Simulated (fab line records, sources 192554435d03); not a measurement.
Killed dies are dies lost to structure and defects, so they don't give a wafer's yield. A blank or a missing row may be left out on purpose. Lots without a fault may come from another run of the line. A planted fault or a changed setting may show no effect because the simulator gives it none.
Split-lot experiment | flow n5_finfet | 7 lots, 21 wafers read, on a route of 1938 steps

THE SPLIT
At N5_PASSIVATION_ETCH_54 (etches SiO2 in CHF3/O2, target depth 880 nm, time 440 s), the setting bias_w was moved away from the recipe's 170 W on 9 of the 21 wafers read, by -14.6% to +13.9%. The other wafers ran this setting at the recipe's value.

The reading is taken at the split's own step.

THE READING
rf_vpp_V, in V, at N5_PASSIVATION_ETCH_54 (etches SiO2 in CHF3/O2, target depth 880 nm, time 440 s). Fault-free wafers of this fab line usually give 522 V, standard deviation 8.1 V.

wafer  | tool, chamber at the split | bias_w as run, W | against the recipe | rf_vpp_V, V | against lot-mates on the recipe
L074.2 | rie_diel-06, 0             | 170              | recipe             | 535         | -
L074.3 | rie_diel-06, 1             | 170              | recipe             | 526         | -
L074.6 | rie_diel-06, 0             | 145.2            | -14.6%             | 470         | -60
L075.1 | rie_diel-03, 0             | 170              | recipe             | 530         | -
L075.4 | rie_diel-03, 1             | 170              | recipe             | 514         | -
L075.6 | rie_diel-03, 2             | 170              | recipe             | 519         | -
L086.3 | rie_diel-06, 0             | 170              | recipe             | 535         | -
L086.5 | rie_diel-06, 1             | 170              | recipe             | 526         | -
L086.6 | rie_diel-06, 2             | 170              | recipe             | 527         | -
L088.2 | rie_diel-06, 1             | 179.4            | +5.5%              | 549         | +36
L088.3 | rie_diel-06, 0             | 179.4            | +5.5%              | 557         | +44
L088.6 | rie_diel-06, 3             | 170              | recipe             | 513         | -
L089.1 | rie_diel-03, 3             | 193.6            | +13.9%             | 566         | no lot-mate on the recipe
L089.4 | rie_diel-03, 2             | 193.6            | +13.9%             | 575         | no lot-mate on the recipe
L089.6 | rie_diel-03, 2             | 193.6            | +13.9%             | 577         | no lot-mate on the recipe
L096.1 | rie_diel-06, 1             | 191.6            | +12.7%             | 579         | +44
L096.2 | rie_diel-06, 0             | 170              | recipe             | 535         | -
L096.6 | rie_diel-06, 0             | 170              | recipe             | 534         | -
L095.1 | rie_diel-06, 0             | 149.3            | -12.2%             | 481         | -45
L095.3 | rie_diel-06, 2             | 149.3            | -12.2%             | 473         | -53
L095.4 | rie_diel-06, 1             | 170              | recipe             | 526         | -

THE FIT
A straight line over all 21 wafers: rf_vpp_V changes by +3.76 V for each +1% of bias_w; r = +0.97; the points scatter about the line by 7.4 V.
The same after taking each lot's own level away (the mean of its wafers on the recipe; 18 wafers): +4.25 V for each +1%; r = +0.97; scatter 7.5 V.
On that fit, the largest move of bias_w shifts the reading by 62 V.
The lots' own levels span 513.0 to 534.5 V, that is 2.7 times the standard deviation above.
So the lot-to-lot level changes the slope: the two fits differ.
Check: with one of the wafers moved furthest among these (-14.6%) left out of the fit, the line predicts -60.2 V for it against its lot-mates. It came out at -60.5 V against them.
Tool readings at the split's step, against how far the setting was moved: rf_vpp_V r = +0.97.

OTHER SPLITS ON THESE WAFERS
These wafers also went through other splits before the reading. Each is held against what the fit with the lots' levels taken away leaves over:
other split on the same wafers    | wafers away from the commonest value | r with rf_vpp_V (lot level and that fit taken away)
N5_BEOL_M15_EXPOSE_25 dose_mj     | 7                                    | +0.11
N5_BEOL_M15_TRENCH_ETCH_34 bias_w | 5                                    | -0.24

THE FILE'S OWN FIT
rf_vpp_V changes by +4.1 V for each +1% of bias_w, r = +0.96.
